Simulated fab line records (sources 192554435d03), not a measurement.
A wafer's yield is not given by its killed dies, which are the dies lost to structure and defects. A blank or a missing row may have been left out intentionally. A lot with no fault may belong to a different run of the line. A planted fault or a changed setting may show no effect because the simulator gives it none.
fab line records	flow n5_finfet
[record] lots = 4	wafers = 12	last_day = 16
route steps=1938 shown BEOL_M9@1461 BEOL_M10@1470 PASSIVATION@1936
lots with no fault: from the same line, run without faults
start_h: hours from the record's opening day to when the first of the lot's shown wafers began	wait_h: time in hours since the lot's previous step	" repeats the value in the row above	L1.1+2: one row covering several wafers at once	- either no value or no given start	* or withheld: withheld	< > ~ a bound
route shown NAME@n: NAME is a module with steps in the file, n the number in the route of the first one	usual: mean/standard deviation taken from wafers without a fault	same: alike in all rows	chamber/n: place in a boat	sites: the reading at each site	_std_site: the standard deviation of these	_edge_site: inner sites' mean taken away from outer sites' mean	radius_mm: for every site, how far away it sits from the centre of the wafer	mask NAME#n: copy n	behind: the most recent tool/chamber to have shaped the wafer	hold: reason for holding the lot/hours on hold/outcome of the hold	device: the transistor (n, p or np) that didn't switch	end of line: tests of these same wafers at the route's end	step lacking rows: just its recipe	killed: at the first sort, the dies lost to defects and structure; wafer yield is something else	map: the dies of a wafer, with x for killed, . for not killed, _ for no die there
set.NAME: setting as actually run; set.NAME@STEP: the setting as run at that earlier step	model.NAME: the simulator's own value behind a step, which no gauge read
certain route steps with their lots: each step a table, each wafer a row
services: when a tool's chamber went out of use (start_h, in hours from the record's first day, below 0 if earlier), for how many hours, and the reason
[[steps]]
[step N5_BEOL_M9_SPUTTER_48]
[recipe] material = Cu	target_thk_a = 120	temp_c = -20	bias_v = 60	power_w = 26000	chamber_pressure_pa = 0.13	time_s = 2
[step N5_BEOL_M9_ECD_50]
[recipe] material = Cu	target_thk_a = 3180
[step N5_BEOL_M9_ANNEAL_51]
[recipe] temp_c = 225	time_s = 90	ambient = N2
[step N5_BEOL_M9_CMP_52]
[recipe] stop_on = SiCOH_lowk	t_overpolish_s = 7	down_force_psi = 1	platen_rpm = 50	clearing_platen_down_force_psi = 1.5	clearing_platen_rpm = 50	post_cmp_clean = cu_alkaline	target_thk_nm = 140	clearing_platen_pad_velocity_m_s = 0.99484	pad_velocity_m_s = 0.99484
[step N5_BEOL_M9_PRE_CLEAN_55]
[recipe] gas = NH3	time_s = 15	temp_c = withheld	rf_power_w = 300
[step N5_BEOL_M9_DEP_56]
[recipe] material = SiCN	target_thk_a = 150	temp_c = withheld	precursor = 3MS/NH3	pressure_torr = 3	rf_w = 202	time_s = 26.5
[step N5_BEOL_M10_ILD_DEP_00]
[recipe] material = SiCOH_lowk	target_thk_a = 3085.1	temp_c = 300	precursor = DEMS/porogen	pressure_torr = 5	rf_w = 500	time_s = 58
[step N5_BEOL_M10_CURE_71]
[recipe] temp_c = 385	time_s = 240	ambient = He/Ar	material = SiCOH_lowk
[step N5_BEOL_M10_PECVD_70]
[recipe] material = SiO2	target_thk_a = 200	temp_c = 400	precursor = TEOS/O2	pressure_torr = 5.5	rf_w = 450	teos_flow_sccm = 53.8	gas = O2	flow_sccm = 3000	time_s = 22.7
[usual] chamber_pressure_Torr = 5.503/0.013	heater_power_outer_w = 373/37	heater_power_w = 657/70	showerhead_plenum_p_Torr = 8.78/0.054	showerhead_vpp_V = 1305/71	susceptor_temp_C = 400.00/0.22	throttle_valve_pct = 22.7/1.3
lot.wafer	tool	chamber	start_h	wait_h	chamber_pressure_Torr	heater_power_outer_w	heater_power_w	showerhead_plenum_p_Torr	showerhead_vpp_V	susceptor_temp_C	throttle_valve_pct	model.SiO2_of_BEOL_M10_PECVD_70.thk_nm
L667.4	pecvd-03	2	252.94	0.1	5.499	373	640	8.76	1299	400.31	20.8	19.8
L667.5	"	1	"	"	5.484	338	552	8.76	1271	399.71	23.7	20.4
L667.6	"	0	"	"	5.509	393	753	8.85	1405	400.04	22.6	20
L674.1	pecvd-03	2	302.42	0.0	5.494	374	647	8.78	1290	395.38	20.8	20.4
L674.2	"	0	"	"	5.517	416	792	8.85	1372	400.01	22.3	19.8
L674.5	"	2	"	"	5.479	370	642	8.76	1304	394.90	21.2	20.6
L677.3	pecvd-03	0	318.86	0.0	5.511	339	687	8.85	1395	399.90	22.4	19.8
L677.4	"	1	"	"	5.506	400	653	8.77	1276	399.96	23.7	20.4
L677.6	"	2	"	"	5.493	371	633	8.77	1309	395.40	20.9	20.4
L679.4	pecvd-01	0	333.68	0.1	5.501	346	643	8.67	1426	399.95	21.5	20.2
L679.5	"	1	"	"	5.493	443	764	8.76	1267	400.16	22.4	19.8
L679.6	"	2	"	"	5.499	339	551	8.79	1293	399.83	24.2	19.6
[step N5_BEOL_M10_HM_DEP_02]
[recipe] material = TiN	target_thk_a = 200	temp_c = 25	chamber_pressure_pa = 0.49996
[step N5_BEOL_M10_COAT_59]
[recipe] resist = SOC	temp_c = 250	time_s = 60	spin_rpm = 1500	resist_thk_nm = 100
[step N5_BEOL_M10_COAT_60]
[recipe] resist = SiARC	temp_c = 220	time_s = 60	spin_rpm = 1500	resist_thk_nm = 30
[step N5_BEOL_M10_COAT_05]
[recipe] resist = CAR-ArF	spin_rpm = 1500	resist_thk_nm = 90
[step N5_BEOL_M10_EBR_07]
[recipe] solvent = PGMEA	ebr_width_mm = 1.5
[step N5_BEOL_M10_SOFTBAKE_06]
[recipe] temp_c = 110	time_s = 60	resist = CAR-ArF
[step N5_BEOL_M10_EXPOSE_08]
[recipe] mask_id = M10	na = 1.35	source_shape = dipole	sigma_inner = 0.411	sigma_outer = 0.611	polarization = te	dose_mj = 53.75
[step N5_BEOL_M10_PEB_09]
[recipe] peb_temp_c = withheld	peb_time_s = 60	resist = CAR-ArF
[step N5_BEOL_M10_DEVELOP_10]
[recipe] develop_time_s = 30	developer = TMAH	resist = CAR-ArF	rinse_liquid = diw	dry = air_spin	dev_temp_c = 23
[step N5_BEOL_M10_DESCUM_16]
[recipe] chemistry = O2	time_s = 7.9	source_power_w = 50	bias_power_w = 20	pressure_mtorr = 20	rf_frequency_hz = 2.712e+07	temp_c = 40	resist = CAR-ArF	o2_flow_sccm = 225
[step N5_BEOL_M10_ETCH_61]
[recipe] chemistry = CF4	target = SiARC	target_depth_a = 390	mask_material = CAR-ArF	time_s = 65	ion_energy_ev = 80	pressure_mtorr = 40	source_w = 545	bias_w = 36	Ar_flow_sccm = 100	cf4_flow_sccm = 100	ends = cleared
[step N5_BEOL_M10_ETCH_62]
[recipe] chemistry = N2/H2	target = SOC	target_depth_a = 1100	overetch_a = 220	mask_material = SiARC	temp_c = 40	time_s = 165	ion_energy_ev = 200	pressure_mtorr = 30	source_w = 840	bias_w = 150	n2_flow_sccm = 200	h2_flow_sccm = 200
[step N5_BEOL_M10_STRIP_68]
[recipe] chemistry = N2/H2	temp_c = 40	n2_flow_sccm = 200	h2_flow_sccm = 200	rf_frequency_hz = 6e+07
[step N5_BEOL_M10_STRIP_67]
[recipe] chemistry = CF4	resist = SiARC	power_w = 300	bias_power_w = 75	pressure_mtorr = 50	cf4_flow_sccm = 150	rf_frequency_hz = 6e+07
[step N5_BEOL_M10_HM_OPEN_17]
[recipe] chemistry = Cl2/BCl3	target_depth_a = 200	overetch_a = 60	target = TiN	mask_material = SOC	ion_energy_ev = 150	pressure_mtorr = 10	icp_w = 1000	bias_w = 126	Cl2_flow_sccm = 53.25	bcl3_flow_sccm = 21.75	Ar_flow_sccm = 25
[step N5_BEOL_M10_STRIP_19]
[recipe] chemistry = O2	power_w = 400	temp_c = 40	pressure_mtorr = 30	rf_frequency_hz = 6e+07	bias_power_w = 0	overash_fraction = 0.2	o2_flow_sccm = 225
[step N5_BEOL_M10_COAT_63]
[recipe] resist = SOC	temp_c = 250	time_s = 60	spin_rpm = 1500	resist_thk_nm = 100
[step N5_BEOL_M10_COAT_64]
[recipe] resist = SiARC	temp_c = 220	time_s = 60	spin_rpm = 1500	resist_thk_nm = 30
[step N5_BEOL_M10_COAT_22]
[recipe] resist = CAR-ArF	spin_rpm = 1500	resist_thk_nm = 90
[step N5_BEOL_M10_EBR_24]
[recipe] solvent = PGMEA	ebr_width_mm = 1.5
[step N5_BEOL_M10_SOFTBAKE_23]
[recipe] temp_c = 110	time_s = 60	resist = CAR-ArF
[step N5_BEOL_M10_EXPOSE_25]
[recipe] mask_id = V9	na = 1.35	source_shape = annular	sigma_inner = 0.5	sigma_outer = 0.8	polarization = unpolarized	dose_mj = 85.5
[step N5_BEOL_M10_PEB_26]
[recipe] peb_temp_c = withheld	peb_time_s = 60	resist = CAR-ArF
[step N5_BEOL_M10_DEVELOP_27]
[recipe] develop_time_s = 30	developer = TMAH	resist = CAR-ArF	rinse_liquid = diw	dry = air_spin	dev_temp_c = 23
[step N5_BEOL_M10_HM_STRIP_39]
[recipe] chemistry = peroxide_tin_strip	material = TiN	target_depth_a = 250	temp_c = 50	time_s = 158
lot.wafer	tool	chamber	start_h	wait_h	model.SiO2_of_BEOL_M10_PECVD_70.thk_nm
L667.4+6	wet_bench-04	1,5	258.06	0.0	19.8
L667.5	"	0	"	"	20.2
L674.1	wet_bench-04	0	305.25	0.0	20.2
L674.2	"	7	"	"	19.6
L674.5	"	2	"	"	20.4
L677.3	wet_bench-04	5	321.69	0.0	19.6
L677.4+6	"	2,4	"	"	20.2
L679.4	wet_bench-05	3	339.15	0.0	20
L679.5	"	6	"	"	19.8
L679.6	"	5	"	"	19.4
[step N5_PASSIVATION_PROBE_49]
[usual] defect_limited_yield = 91.2/1.4	killed_at_M0_to_M3 = 32/10	killed_at_M4_up = 14/6.2	killed_at_contacts = 12/6.3	killed_at_front_end = 42/13	killed_at_other = 4/3.4	killed_dies = 104/17	killed_open = 67/12	killed_short = 34/8.1	sort_bin_4_leakage = 0.02/0.13	sort_bin_5_function = 5.2/0.93	sort_bin_6_memory = 3.2/0.65	sort_n_pass = 1075/16	sort_yield_pct = 91.1/1.4
[same] gross_dies = 1180	killed_at_back_side = 0	sort_bin_8_speed[%] = 0
lot.wafer	tool	chamber	start_h	wait_h	defect_limited_yield[%]	killed_at_M0_to_M3	killed_at_M4_up	killed_at_contacts	killed_at_front_end	killed_at_other	killed_dies	killed_open	killed_short	sort_bin_4_leakage[%]	sort_bin_5_function[%]	sort_bin_6_memory[%]	sort_n_pass	sort_yield_pct[%]
L677.4	prober-01	-	367.69	0.2	89.0	32	11	19	55	13	130	81	48	0	5.7	4.6	1050	89.0
// killed by level:class
L677.4 MOL_CONTACT_COAG:geometric_particle:open=16 BEOL_M1:geometric_particle:open=11 DUMMY_GATE:geometric_particle:open=7 FIN_SAQP:geometric_particle:short=6 STI_FIN_REVEAL:geometric_particle:open=6 BEOL_M0_SAQP:geometric_particle:open=6 GATE_CUT:geometric_particle:open=5 FIN_SAQP:geometric_particle:open=4
[[services]]
tool	chamber	start_h	hours	kind
pecvd-03	-	304.90	6.0	pm
wet_bench-04	-	311.40	3.2	repair
pecvd-03	2	311.78	4.6	repair
[[key]]
[first_sign] step = N5_BEOL_M10_PECVD_70	reading = susceptor_temp_C	direction = down	sigmas = 22	usual = *	struck = *
effect none on later readings
[model_effect] step = N5_BEOL_M10_PECVD_70	value = SiO2_of_BEOL_M10_PECVD_70.thk_nm	without = 19.87	struck = 20.47
[model_effect] step = N5_BEOL_M10_HM_STRIP_39	value = SiO2_of_BEOL_M10_PECVD_70.thk_nm	without = 19.67	struck = 20.27
met_at N5_BEOL_M10_PECVD_70
struck_wafers L674.1,L674.5,L677.6
onset_between 252.94 302.42
[fault] kind = process_parameter_drift	tool = pecvd-03	chamber = 2	onset_h = 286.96	steps = N5_BEOL_M10_PECVD_70	channel = temp_c	offset = *	shape = step	end_h = 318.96	acts_in = *	stated = *
